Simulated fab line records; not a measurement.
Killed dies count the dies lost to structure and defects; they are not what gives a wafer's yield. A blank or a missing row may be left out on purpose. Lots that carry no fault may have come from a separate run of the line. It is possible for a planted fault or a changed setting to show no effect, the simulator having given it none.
fab line records -- flow nand-harc -- part 1 of 2: steps 1 to 4 of 6
record: lots: 20, wafers: 60, last-day: 24
route steps=1159 shown A_STAIRCASE@547
lots untouched by any fault: they come from a run of this same line in which no faults occurred
start-h: hours from the record's first day to the start of the lot's first wafer shown -- wait-h: how many hours have passed since the lot's step before this one -- " identical to the entry in the row above -- L1.1+2: a single row standing in for several wafers -- - no value present, or no start provided -- * or withheld: withheld -- < > ~ a bound
route shown NAME@n: names a module that has steps shown in the file, with the first one's number in the route -- usual: mean/standard deviation taken from wafers without a fault -- same: alike in all rows -- chamber/n: place in a boat -- sites: per-site readings -- _std_site: the values' standard deviation -- _edge_site: outer sites' mean less inner sites' -- radius-mm: how far each site lies from the wafer's centre -- mask NAME#n: copy n -- behind: the most recent tool/chamber to have shaped the wafer -- hold: why the lot went on hold/how many hours it stayed there/how the hold came to an end -- device: the n, p or np transistor that did not switch -- end of line: the same wafers' tests at the end of the route -- a step given without rows: its recipe and nothing more -- killed: at the first sort, the dies lost to defects and structure; wafer yield is something else -- map: the dies of a wafer, with x for killed, . for not killed, _ for no die there
set.NAME: the setting the step ran with; set.NAME@STEP: the setting that earlier step ran with -- model.NAME: the simulator's own value behind a step, which no gauge read
steps of the route over a sample of lots; a table a step, a row a wafer
services: when a tool's chamber went out of use (start-h, in hours from the record's first day, below 0 if earlier), for how many hours, and the reason
== steps ==
step: NHARC_A_STAIRCASE_DESCUM_11
recipe: time-s: 3, o2-flow-sccm: 200, ar-flow-sccm: 0, bias-power-w: 0, chemistry: O2
usual: drypump-motor-current-A: 5.7/0.44, oes-product-au: 1.001/0.0093, rf-vpp-V: 57.7/1, showerhead-plenum-p-Torr: 1.88/0.076, throttle-valve-pct: 11.312/0.0095
lot.wafer,tool,chamber,start-h,wait-h,drypump-motor-current-A,oes-product-au,rf-hours-counter-h,rf-vpp-V,showerhead-plenum-p-Torr,throttle-valve-pct
L076.1,rie-diel-08,1,252.61,-,5.5,0.991,36,56.8,1.89,11.304
L076.6,rie-diel-08,0,252.61,-,5.8,1.011,-,59.2,1.80,11.310
L076.5,rie-diel-08,1,252.61,-,5.5,1.005,-,57.7,1.89,11.313
L074.3,rie-diel-07,2,252.93,-,5.9,1.014,2,57.5,1.93,11.310
L074.4,rie-diel-07,0,252.93,-,5.8,1.012,2,59.7,2.05,11.323
L074.2,rie-diel-07,1,252.93,-,5.7,1.020,2,57.3,1.90,11.308
L075.3,rie-diel-08,0,255.13,-,5.8,1.010,46,55.9,1.80,11.321
L075.4,rie-diel-08,2,255.13,-,6.0,0.985,-,56.8,1.83,11.328
L075.6,rie-diel-08,1,255.13,-,5.5,0.998,-,56.2,1.89,11.328
L079.1,rie-diel-01,2,259.80,-,6.0,1.005,41,59.0,1.97,11.318
L079.2,rie-diel-01,0,259.80,-,6.7,1.001,44,55.7,1.79,11.325
L079.6,rie-diel-01,1,259.80,-,5.1,1.008,-,57.1,1.81,11.313
L078.1,rie-diel-07,3,260.26,-,5.3,0.999,4,57.4,1.90,11.323
L078.4,rie-diel-07,1,260.26,-,5.6,1.022,4,57.7,1.90,11.325
L078.2,rie-diel-07,2,260.26,-,5.9,1.000,4,58.5,1.93,11.317
L080.3,rie-diel-01,1,267.11,-,5.1,1.003,50,57.6,1.81,11.306
L080.1,rie-diel-01,2,267.11,-,6.0,1.007,46,58.4,1.97,11.322
L080.6,rie-diel-01,0,267.11,-,6.7,1.001,-,57.1,1.79,11.306
L081.2,rie-diel-07,3,267.35,-,5.2,0.989,6,58.2,1.90,11.298
L081.1,rie-diel-07,1,267.35,-,5.6,1.021,8,56.9,1.90,11.302
L081.6,rie-diel-07,0,267.35,-,5.8,1.013,-,57.3,2.05,11.300
L084.1,rie-diel-08,2,299.43,-,6.0,0.990,44,59.6,1.83,11.310
L084.2,rie-diel-08,3,299.43,-,5.5,0.989,62,58.5,1.80,11.302
L084.5,rie-diel-08,3,299.43,-,5.5,0.997,-,56.4,1.80,11.317
L083.3,rie-diel-07,1,303.27,-,5.6,1.011,17,58.1,1.90,11.304
L083.1,rie-diel-07,2,303.27,-,5.9,1.011,18,57.1,1.93,11.292
L083.6,rie-diel-07,0,303.27,-,5.9,1.012,-,58.7,2.05,11.320
L086.1,rie-diel-01,0,307.27,-,6.7,1.015,63,57.5,1.78,11.318
L086.6,rie-diel-01,3,307.27,-,5.4,0.984,-,56.4,1.88,11.298
L086.5,rie-diel-01,0,307.27,-,6.7,0.988,-,56.8,1.78,11.304
L088.2,rie-diel-01,1,307.47,-,5.1,0.998,66,56.9,1.81,11.300
L088.3,rie-diel-01,2,307.47,-,6.0,0.991,61,58.0,1.96,11.293
L088.6,rie-diel-01,2,307.47,-,6.0,1.010,-,60.3,1.96,11.303
L085.4,rie-diel-01,0,311.25,-,6.7,1.020,64,57.8,1.78,11.310
L085.1,rie-diel-01,1,311.25,-,5.1,1.006,68,57.2,1.81,11.302
L085.6,rie-diel-01,3,311.25,-,5.4,1.011,-,55.3,1.88,11.293
L087.3,rie-diel-07,2,326.59,-,5.9,1.000,31,57.5,1.92,11.322
L087.1,rie-diel-07,1,326.59,-,5.6,1.004,29,57.1,1.89,11.316
L087.4,rie-diel-07,1,326.59,-,5.6,1.008,-,56.8,1.89,11.320
L089.1,rie-diel-01,1,326.93,-,5.1,0.986,1,58.3,1.81,11.306
L089.6,rie-diel-01,1,326.93,-,5.1,1.004,-,55.7,1.81,11.309
L089.5,rie-diel-01,2,326.93,-,6.0,0.997,-,58.9,1.96,11.308
L090.4,rie-diel-08,0,338.97,-,5.8,0.996,14,59.1,1.79,11.296
L090.5,rie-diel-08,2,338.97,-,6.0,0.998,-,57.5,1.82,11.317
L090.6,rie-diel-08,3,338.97,-,5.5,1.001,-,57.4,1.79,11.301
L091.4,rie-diel-07,3,349.18,-,5.2,0.990,39,58.3,1.89,11.321
L091.1,rie-diel-07,0,349.18,-,5.8,1.004,34,58.5,2.04,11.327
L091.3,rie-diel-07,1,349.18,-,5.6,1.012,38,57.4,1.89,11.329
L092.4,rie-diel-01,2,349.59,-,6.0,0.992,8,57.9,1.96,11.288
L092.5,rie-diel-01,3,349.59,-,5.3,0.992,-,57.3,1.88,11.309
L092.6,rie-diel-01,0,349.59,-,6.7,1.003,-,56.1,1.78,11.317
L095.4,rie-diel-08,2,368.10,-,6.0,0.987,23,57.2,1.82,11.303
L095.2,rie-diel-08,3,368.10,-,5.6,0.995,26,58.1,1.79,11.317
L095.1,rie-diel-08,1,368.10,-,5.5,0.992,14,57.9,1.88,11.313
L096.4,rie-diel-08,3,371.17,-,5.5,1.003,26,56.5,1.79,11.303
L096.3,rie-diel-08,0,371.17,-,5.8,1.003,26,56.9,1.79,11.309
L096.6,rie-diel-08,3,371.17,-,5.5,1.009,-,58.8,1.79,11.309
L097.2,rie-diel-07,1,377.30,-,5.7,1.003,48,57.3,1.89,11.318
L097.4,rie-diel-07,3,377.30,-,5.3,1.004,52,57.4,1.88,11.323
L097.1,rie-diel-07,0,377.30,-,5.8,1.007,46,59.2,2.04,11.316
step: NHARC_A_STAIRCASE_TRIM_20
recipe: time-s: 211.2, o2-flow-sccm: 500, ar-flow-sccm: 0, bias-w: 0, chemistry: O2
usual: drypump-motor-current-A: 5.7/0.38, oes-product-au: 1.002/0.0084, rf-vpp-V: 57.6/0.85, showerhead-plenum-p-Torr: 3.49/0.12, throttle-valve-pct: 17.035/0.009
lot.wafer,tool,chamber,start-h,wait-h,drypump-motor-current-A,oes-product-au,rf-hours-counter-h,rf-vpp-V,showerhead-plenum-p-Torr,throttle-valve-pct
L076.1,rie-diel-08,3,253.75,0.1,5.5,1.012,48,58.8,3.33,17.032
L076.5,rie-diel-08,1,253.75,0.1,5.5,1.005,-,57.6,3.49,17.049
L076.6,rie-diel-08,2,253.75,0.1,6.0,0.998,-,56.9,3.39,17.043
L074.3,rie-diel-01,1,254.03,0.1,5.1,1.001,43,57.3,3.36,17.036
L074.2,rie-diel-01,3,254.03,0.1,5.4,0.991,39,59.0,3.48,17.052
L074.4,rie-diel-01,0,254.03,0.1,6.7,1.006,42,57.4,3.31,17.030
L075.4,rie-diel-07,2,256.57,0.1,6.0,1.000,3,56.6,3.56,17.042
L075.3,rie-diel-07,3,256.57,0.1,5.3,0.979,3,58.3,3.50,17.052
L075.6,rie-diel-07,1,256.57,0.1,5.7,1.001,-,55.9,3.51,17.024
L079.1,rie-diel-08,1,261.10,0.1,5.5,1.000,40,58.2,3.49,17.038
L079.2,rie-diel-08,2,261.10,0.1,6.0,0.990,34,56.9,3.39,17.044
L079.6,rie-diel-08,1,261.10,0.1,5.5,1.010,-,57.0,3.49,17.027
L078.1,rie-diel-07,1,261.49,0.1,5.6,1.014,5,56.9,3.51,17.045
L078.4,rie-diel-07,2,261.49,0.1,6.0,0.999,5,57.1,3.56,17.043
L078.2,rie-diel-07,3,261.49,0.1,5.3,0.985,5,58.1,3.50,17.043
L080.1,rie-diel-01,3,268.44,0.1,5.4,0.990,46,56.9,3.48,17.024
L080.3,rie-diel-01,1,268.44,0.1,5.1,0.996,51,56.4,3.35,17.030
L080.6,rie-diel-01,2,268.44,0.1,6.0,0.996,-,58.2,3.62,17.029
L081.1,rie-diel-07,0,268.65,0.1,5.8,1.007,7,58.4,3.77,17.020
L081.2,rie-diel-07,1,268.65,0.1,5.7,1.006,8,58.5,3.51,17.037
L081.6,rie-diel-07,3,268.65,0.1,5.3,0.991,-,58.3,3.50,17.043
L084.1,rie-diel-01,1,300.56,0.1,5.1,1.003,64,56.8,3.35,17.032
L084.2,rie-diel-01,3,300.56,0.1,5.4,0.992,55,57.7,3.47,17.028
L084.5,rie-diel-01,1,300.56,0.1,5.1,1.003,-,58.2,3.35,17.035
L083.1,rie-diel-07,2,304.51,0.1,5.9,1.009,19,57.7,3.55,17.046
L083.3,rie-diel-07,0,304.51,0.1,5.8,1.005,18,57.2,3.76,17.024
L083.6,rie-diel-07,1,304.51,0.1,5.6,1.006,-,56.2,3.50,17.032
L086.1,rie-diel-07,2,308.56,0.1,6.0,1.011,21,57.0,3.55,17.040
L086.5,rie-diel-07,1,308.56,0.1,5.6,1.017,-,56.5,3.50,17.038
L086.6,rie-diel-07,2,308.56,0.1,6.0,1.008,-,57.4,3.55,17.029
L088.3,rie-diel-07,0,308.81,0.1,5.8,1.001,21,58.3,3.76,17.025
L088.2,rie-diel-07,1,308.81,0.1,5.7,1.015,21,58.6,3.50,17.026
L088.6,rie-diel-07,0,308.81,0.1,5.8,1.000,-,59.1,3.76,17.031
L085.1,rie-diel-07,2,312.39,0.1,5.9,1.001,24,57.6,3.55,17.026
L085.4,rie-diel-07,3,312.39,0.1,5.3,0.993,23,57.7,3.49,17.038
L085.6,rie-diel-07,1,312.39,0.1,5.7,1.009,-,56.6,3.50,17.042
L087.3,rie-diel-07,1,327.87,0.1,5.6,1.005,29,57.9,3.49,17.046
L087.1,rie-diel-07,3,327.87,0.1,5.3,0.993,31,56.6,3.49,17.038
L087.4,rie-diel-07,3,327.87,0.1,5.2,0.997,-,59.1,3.49,17.033
L089.1,rie-diel-07,3,328.14,0.1,5.3,1.008,32,58.2,3.49,17.026
L089.6,rie-diel-07,1,328.14,0.1,5.7,1.015,-,58.9,3.49,17.036
L089.5,rie-diel-07,2,328.14,0.1,5.9,1.004,-,56.4,3.55,17.042
L090.4,rie-diel-08,0,340.21,0.1,5.8,0.997,15,57.7,3.32,17.022
L090.6,rie-diel-08,0,340.21,0.1,5.7,1.003,-,56.8,3.32,17.035
L090.5,rie-diel-08,1,340.21,0.1,5.5,0.994,-,57.4,3.48,17.053
L091.3,rie-diel-01,0,350.30,0.1,6.7,1.010,11,56.9,3.29,17.041
L091.1,rie-diel-01,1,350.30,0.1,5.0,0.996,9,57.8,3.34,17.038
L091.4,rie-diel-01,2,350.30,0.1,6.0,1.000,9,57.2,3.61,17.043
L092.4,rie-diel-01,0,350.79,0.1,6.7,1.006,11,57.1,3.29,17.016
L092.5,rie-diel-01,3,350.79,0.1,5.4,0.994,-,57.0,3.46,17.041
L092.6,rie-diel-01,0,350.79,0.1,6.7,1.012,-,57.4,3.29,17.037
L095.4,rie-diel-08,1,369.21,0.1,5.5,0.992,15,56.7,3.48,17.039
L095.2,rie-diel-08,3,369.21,0.1,5.6,1.004,26,57.8,3.31,17.032
L095.1,rie-diel-08,0,369.21,0.1,5.8,1.004,25,56.0,3.32,17.042
L096.3,rie-diel-07,2,376.02,0.1,5.9,1.005,50,58.7,3.54,17.031
L096.4,rie-diel-07,1,376.02,0.1,5.6,0.998,48,59.5,3.48,17.049
L096.6,rie-diel-07,2,376.02,0.1,6.0,0.999,-,59.6,3.54,17.029
L097.2,rie-diel-07,2,378.49,0.1,6.0,1.010,51,57.8,3.53,17.041
L097.1,rie-diel-07,3,378.49,0.1,5.3,1.000,52,57.6,3.47,17.048
L097.4,rie-diel-07,0,378.49,0.1,5.8,1.008,46,57.2,3.74,17.054
step: NHARC_A_STAIRCASE_TRIM_189
recipe: time-s: 211.2, o2-flow-sccm: 500, ar-flow-sccm: 0, bias-w: 0, chemistry: O2
usual: drypump-motor-current-A: 5.7/0.43, oes-product-au: 1.001/0.0087, rf-vpp-V: 57.5/0.8, showerhead-plenum-p-Torr: 3.45/0.13, throttle-valve-pct: 17.037/0.0098
lot.wafer,tool,chamber,start-h,wait-h,drypump-motor-current-A,oes-product-au,rf-hours-counter-h,rf-vpp-V,showerhead-plenum-p-Torr,throttle-valve-pct
L076.1,rie-diel-01,1,-,-,5.1,1.009,44,57.2,3.36,17.024
L076.6,rie-diel-01,0,-,-,6.7,1.009,-,57.8,3.31,17.026
L076.5,rie-diel-01,1,-,-,5.1,1.010,-,58.4,3.36,17.037
L074.2,rie-diel-08,0,-,-,5.7,1.018,46,57.1,3.34,17.034
L074.3,rie-diel-08,2,-,-,6.0,0.984,33,58.2,3.39,17.031
L074.4,rie-diel-08,0,-,-,5.7,1.004,-,57.5,3.34,17.032
L075.4,rie-diel-01,0,-,-,6.7,1.007,44,57.2,3.31,17.040
L075.3,rie-diel-01,1,-,-,5.1,1.007,45,57.1,3.36,17.038
L075.6,rie-diel-01,0,-,-,6.7,1.011,-,58.4,3.31,17.046
L079.1,rie-diel-08,3,-,-,5.5,0.993,50,58.1,3.33,17.035
L079.2,rie-diel-08,1,-,-,5.5,0.998,42,57.6,3.49,17.047
L079.6,rie-diel-08,2,-,-,6.0,0.981,-,56.4,3.39,17.049
L078.2,rie-diel-08,0,-,-,5.7,1.010,51,57.8,3.33,17.027
L078.1,rie-diel-08,1,-,-,5.5,1.005,43,57.2,3.49,17.043
L078.4,rie-diel-08,3,-,-,5.6,0.992,-,57.3,3.33,17.034
L081.1,rie-diel-08,3,-,-,5.6,1.008,55,57.4,3.33,17.045
L081.2,rie-diel-08,0,-,-,5.7,1.009,54,57.9,3.33,17.039
L081.6,rie-diel-08,3,-,-,5.5,1.004,-,57.2,3.33,17.037
L080.1,rie-diel-07,1,-,-,5.6,1.008,10,57.7,3.50,17.044
L080.3,rie-diel-07,2,-,-,6.0,1.010,10,57.3,3.56,17.023
L080.6,rie-diel-07,2,-,-,6.0,1.011,-,58.4,3.56,17.025
L084.1,rie-diel-01,1,-,-,5.1,1.000,64,56.9,3.35,17.016
L084.2,rie-diel-01,3,-,-,5.4,0.991,56,59.1,3.47,17.047
L084.5,rie-diel-01,0,-,-,6.7,1.001,-,55.6,3.30,17.022
L083.3,rie-diel-07,1,-,-,5.6,1.006,20,57.2,3.50,17.034
L083.1,rie-diel-07,2,-,-,5.9,1.005,21,58.9,3.55,17.033
L083.6,rie-diel-07,1,-,-,5.6,1.021,-,57.2,3.50,17.022
L086.1,rie-diel-08,3,-,-,5.5,1.006,0,58.7,3.33,17.048
L086.5,rie-diel-08,1,-,-,5.5,0.994,-,58.6,3.48,17.043
L086.6,rie-diel-08,2,-,-,6.0,1.005,-,57.1,3.38,17.044
L088.3,rie-diel-07,1,-,-,5.6,1.008,23,58.7,3.50,17.028
L088.2,rie-diel-07,0,-,-,5.8,1.000,23,56.8,3.76,17.038
L088.6,rie-diel-07,2,-,-,6.0,1.006,-,56.8,3.55,17.036
L085.4,rie-diel-07,2,-,-,5.9,1.008,25,57.8,3.55,17.041
L085.1,rie-diel-07,3,-,-,5.3,0.989,24,57.8,3.49,17.019
L085.6,rie-diel-07,2,-,-,5.9,0.999,-,58.8,3.55,17.035
L087.3,rie-diel-07,2,-,-,6.0,1.003,35,58.1,3.54,17.034
L087.4,rie-diel-07,0,-,-,5.8,1.008,28,58.5,3.75,17.038
L087.1,rie-diel-07,1,-,-,5.7,0.992,33,55.4,3.49,17.031
L089.1,rie-diel-01,1,-,-,5.1,0.998,3,56.3,3.34,17.028
L089.6,rie-diel-01,0,-,-,6.8,1.006,-,57.9,3.30,17.038
L089.5,rie-diel-01,1,-,-,5.1,1.004,-,57.0,3.34,17.031
L090.4,rie-diel-08,2,-,-,6.0,0.994,14,57.9,3.38,17.041
L090.5,rie-diel-08,2,-,-,6.0,0.994,-,57.0,3.38,17.025
L090.6,rie-diel-08,3,-,-,5.5,1.002,-,58.7,3.32,17.053
L091.3,rie-diel-08,2,-,-,6.0,0.995,16,57.5,3.37,17.036
L091.1,rie-diel-08,0,-,-,5.8,1.000,18,56.8,3.32,17.046
L091.4,rie-diel-08,0,-,-,5.8,0.999,-,58.3,3.32,17.018
L092.6,rie-diel-08,2,-,-,6.0,0.998,-,57.8,3.37,17.039
L092.4,rie-diel-08,3,-,-,5.5,0.997,-,58.4,3.32,17.047
L092.5,rie-diel-08,0,-,-,5.8,1.000,-,56.8,3.32,17.027
L095.2,rie-diel-01,3,-,-,5.4,0.996,20,57.5,3.46,17.036
L095.1,rie-diel-01,0,-,-,6.7,1.012,19,57.7,3.29,17.041
L095.4,rie-diel-01,2,-,-,6.0,1.006,16,57.7,3.61,17.031
L096.3,rie-diel-01,3,-,-,5.4,0.993,22,58.9,3.46,17.037
L096.4,rie-diel-01,1,-,-,5.1,1.000,18,57.2,3.33,17.058
L096.6,rie-diel-01,3,-,-,5.3,1.005,-,56.9,3.46,17.052
L097.2,rie-diel-07,0,-,-,5.8,1.004,47,56.5,3.74,17.035
L097.4,rie-diel-07,1,-,-,5.6,0.999,49,57.0,3.48,17.027
L097.1,rie-diel-07,2,-,-,5.9,1.005,52,58.3,3.53,17.035
step: NHARC_A_STAIRCASE_TRIM_196
recipe: time-s: 211.2, o2-flow-sccm: 500, ar-flow-sccm: 0, bias-w: 0, chemistry: O2
usual: drypump-motor-current-A: 5.7/0.44, oes-product-au: 1.001/0.0086, rf-vpp-V: 57.5/0.92, showerhead-plenum-p-Torr: 3.44/0.12, throttle-valve-pct: 17.036/0.0089
lot.wafer,tool,chamber,start-h,wait-h,drypump-motor-current-A,oes-product-au,rf-hours-counter-h,rf-vpp-V,showerhead-plenum-p-Torr,throttle-valve-pct
L076.1,rie-diel-01,1,257.37,0.1,5.1,1.011,44,56.3,3.36,17.034
L076.6,rie-diel-01,1,257.37,0.1,5.1,1.013,-,57.4,3.36,17.037
L076.5,rie-diel-01,2,257.37,0.1,6.0,0.992,-,58.2,3.63,17.007
L074.4,rie-diel-07,0,258.90,0.1,5.8,1.011,4,57.8,3.77,17.046
L074.2,rie-diel-07,2,258.90,0.1,5.9,1.005,3,57.9,3.56,17.040
L074.3,rie-diel-07,3,258.90,0.1,5.3,0.995,3,57.8,3.50,17.039
L075.4,rie-diel-01,3,260.27,0.1,5.4,0.986,40,56.6,3.48,17.025
L075.3,rie-diel-01,1,260.27,0.1,5.1,1.004,46,56.8,3.36,17.040
L075.6,rie-diel-01,2,260.27,0.1,6.0,0.992,-,58.4,3.63,17.030
L079.2,rie-diel-01,3,266.45,0.1,5.3,0.993,45,55.4,3.48,17.035
L079.1,rie-diel-01,0,266.45,0.1,6.7,1.011,49,56.9,3.31,17.037
L079.6,rie-diel-01,3,266.45,0.1,5.4,0.986,-,57.7,3.48,17.029
L078.2,rie-diel-01,0,267.39,0.1,6.7,1.012,49,58.4,3.31,17.031
L078.1,rie-diel-01,1,267.39,0.1,5.1,1.009,50,56.8,3.35,17.042
L078.4,rie-diel-01,3,267.39,0.1,5.4,0.987,45,56.8,3.48,17.037
L081.2,rie-diel-08,0,273.04,0.1,5.8,1.008,55,57.7,3.33,17.015
L081.1,rie-diel-08,3,273.04,0.1,5.5,1.002,55,57.2,3.33,17.047
L081.6,rie-diel-08,0,273.04,0.1,5.8,1.011,-,57.7,3.33,17.046
L080.1,rie-diel-08,3,273.22,0.2,5.5,1.000,55,56.1,3.33,17.036
L080.3,rie-diel-08,0,273.22,0.2,5.8,1.016,55,58.0,3.33,17.026
L080.6,rie-diel-08,1,273.22,0.2,5.5,1.001,-,57.0,3.49,17.054
L084.1,rie-diel-07,2,304.36,0.1,5.9,1.010,19,57.7,3.55,17.037
L084.2,rie-diel-07,0,304.36,0.1,5.9,1.017,18,59.0,3.76,17.035
L084.5,rie-diel-07,2,304.36,0.1,6.0,1.014,-,57.3,3.55,17.045
L083.1,rie-diel-07,2,309.36,0.1,6.0,0.997,22,58.4,3.55,17.041
L083.3,rie-diel-07,0,309.36,0.1,5.8,0.996,21,58.2,3.76,17.032
L083.6,rie-diel-07,2,309.36,0.1,5.9,1.002,-,57.7,3.55,17.043
L086.1,rie-diel-08,2,313.17,0.1,6.0,0.995,0,57.7,3.38,17.024
L086.6,rie-diel-08,3,313.17,0.1,5.5,1.002,-,57.2,3.33,17.045
L086.5,rie-diel-08,0,313.17,0.1,5.8,1.003,-,57.1,3.33,17.037
L088.3,rie-diel-01,3,314.10,0.1,5.4,0.994,61,57.3,3.47,17.039
L088.2,rie-diel-01,0,314.10,0.1,6.7,1.005,66,57.8,3.30,17.031
L088.6,rie-diel-01,1,314.10,0.1,5.1,1.010,-,56.3,3.34,17.030
L085.4,rie-diel-08,2,316.24,0.1,6.0,0.996,2,57.5,3.38,17.036
L085.1,rie-diel-08,3,316.24,0.1,5.6,1.007,2,57.8,3.33,17.039
L085.6,rie-diel-08,2,316.24,0.1,6.0,1.001,-,58.2,3.38,17.025
L089.1,rie-diel-01,1,333.96,0.1,5.1,0.999,4,57.0,3.34,17.047
L089.5,rie-diel-01,3,333.96,0.1,5.4,0.984,-,59.0,3.47,17.029
L089.6,rie-diel-01,0,333.96,0.1,6.7,1.003,-,57.1,3.30,17.044
L087.1,rie-diel-08,0,334.29,0.1,5.8,1.007,13,58.4,3.32,17.036
L087.3,rie-diel-08,1,334.29,0.1,5.5,0.987,10,57.3,3.48,17.046
L087.4,rie-diel-08,2,334.29,0.1,5.9,0.991,11,58.3,3.38,17.037
L090.4,rie-diel-08,1,343.82,0.1,5.5,0.983,13,57.4,3.48,17.022
L090.6,rie-diel-08,3,343.82,0.1,5.6,1.004,-,57.2,3.32,17.032
L090.5,rie-diel-08,0,343.82,0.1,5.7,1.001,-,56.3,3.32,17.037
L091.4,rie-diel-01,2,354.56,0.1,6.0,1.002,10,58.8,3.61,17.030
L091.3,rie-diel-01,3,354.56,0.1,5.4,0.998,13,56.7,3.46,17.026
L091.1,rie-diel-01,1,354.56,0.1,5.1,0.999,10,57.9,3.34,17.025
L092.4,rie-diel-08,3,354.88,0.2,5.5,0.992,-,56.6,3.32,17.032
L092.6,rie-diel-08,0,354.88,0.2,5.8,0.987,-,56.8,3.32,17.034
L092.5,rie-diel-08,2,354.88,0.2,6.0,0.997,-,57.6,3.37,17.032
L095.2,rie-diel-01,0,374.16,0.1,6.7,1.014,20,56.0,3.29,17.049
L095.1,rie-diel-01,2,374.16,0.1,6.0,1.001,17,56.7,3.60,17.043
L095.4,rie-diel-01,3,374.16,0.1,5.4,0.997,20,56.4,3.46,17.048
L096.4,rie-diel-01,1,380.15,0.1,5.1,0.992,19,57.9,3.33,17.040
L096.3,rie-diel-01,0,380.15,0.1,6.7,1.006,22,55.9,3.29,17.066
L096.6,rie-diel-01,2,380.15,0.1,6.0,0.998,-,58.3,3.60,17.030
L097.2,rie-diel-07,3,382.13,0.1,5.3,0.994,53,58.1,3.47,17.023
L097.4,rie-diel-07,0,382.13,0.1,5.9,1.018,47,58.2,3.74,17.034
L097.1,rie-diel-07,1,382.13,0.1,5.6,1.013,50,56.8,3.48,17.048
